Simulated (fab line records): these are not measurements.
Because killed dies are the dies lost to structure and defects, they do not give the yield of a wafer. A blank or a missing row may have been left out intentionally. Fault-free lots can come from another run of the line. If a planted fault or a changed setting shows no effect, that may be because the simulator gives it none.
Chamber matching    flow n5 finfet    N5_FIN_CUT_STRIP_22 on rie diel-04 has 4 sister chambers
The step strips in N2/H2. 20 wafers are shown with their chamber, then 10 later ones without.

== WAFERS PAIRED WITH THEIR CHAMBERS ==
wafer   chamber  showerhead plenum p Torr (Torr)  throttle valve pct (%)  drypump motor current A (A)
L074.1  0        3.20                             18.94                   6.3
L074.2  2        3.38                             18.72                   5.5
L074.3  3        3.49                             18.34                   5.9
L078.1  1        3.51                             18.95                   6.0
L078.5  2        3.37                             18.78                   5.4
L078.6  3        3.49                             18.33                   6.0
L079.1  0        3.19                             18.99                   6.3
L079.3  2        3.37                             18.74                   5.4
L079.5  1        3.50                             18.99                   6.1
L083.2  1        3.50                             18.98                   6.0
L083.3  2        3.36                             18.81                   5.4
L083.6  1        3.50                             19.00                   6.1
L086.1  1        3.50                             19.01                   6.0
L086.3  2        3.36                             18.79                   5.4
L086.4  0        3.18                             18.91                   6.3
L088.2  2        3.36                             18.74                   5.5
L088.3  0        3.18                             19.02                   6.4
L088.5  0        3.18                             19.00                   6.4
L090.1  2        3.36                             18.73                   5.4
L090.5  2        3.36                             18.81                   5.4

SIGNATURES (means of the wafers above)
reading                   chamber 0  chamber 1  chamber 2  chamber 3  scatter within a chamber
showerhead plenum p Torr  3.1860     3.5020     3.3650     3.4900     0.00707
throttle valve pct        18.9720    18.9860    18.7650    18.3350    0.0352
drypump motor current A   6.340      6.040      5.425      5.950      0.0524
Rule: a wafer lies at a distance from a chamber equal to the root of the sum of squares, over the readings, of (its reading less the chamber's mean, divided by the reading's scatter). The wafer belongs to the nearest chamber; if the next one is less than 2 further off, it can't be placed. The scatter: take each reading less its chamber's mean, square it, sum over the shown wafers, divide by the number of wafers less the number of chambers, and take the root.

== WAFERS MISSING THEIR CHAMBER ==
wafer   showerhead plenum p Torr (Torr)  throttle valve pct (%)  drypump motor current A (A)
L090.6  3.49                             19.02                   6.0
L091.1  3.49                             19.04                   6.1
L091.3  3.36                             18.84                   5.5
L091.6  3.36                             18.77                   5.4
L093.3  3.48                             18.44                   6.0
L093.5  3.18                             19.03                   6.4
L093.6  3.48                             18.41                   6.0
L097.1  3.35                             18.80                   5.4
L097.2  3.49                             19.06                   6.0
L097.6  3.35                             18.84                   5.5

== WHICH CHAMBER EACH ONE RAN IN ==
wafer   from the rows above  in truth
L090.6  1                    1
L091.1  1                    1
L091.3  2                    2
L091.6  2                    2
L093.3  3                    3
L093.5  0                    0
L093.6  3                    3
L097.1  2                    2
L097.2  1                    1
L097.6  2                    2
Correct placement for 10 of the 10. Can't be placed from these rows: 0. Number placed wrongly: 0.
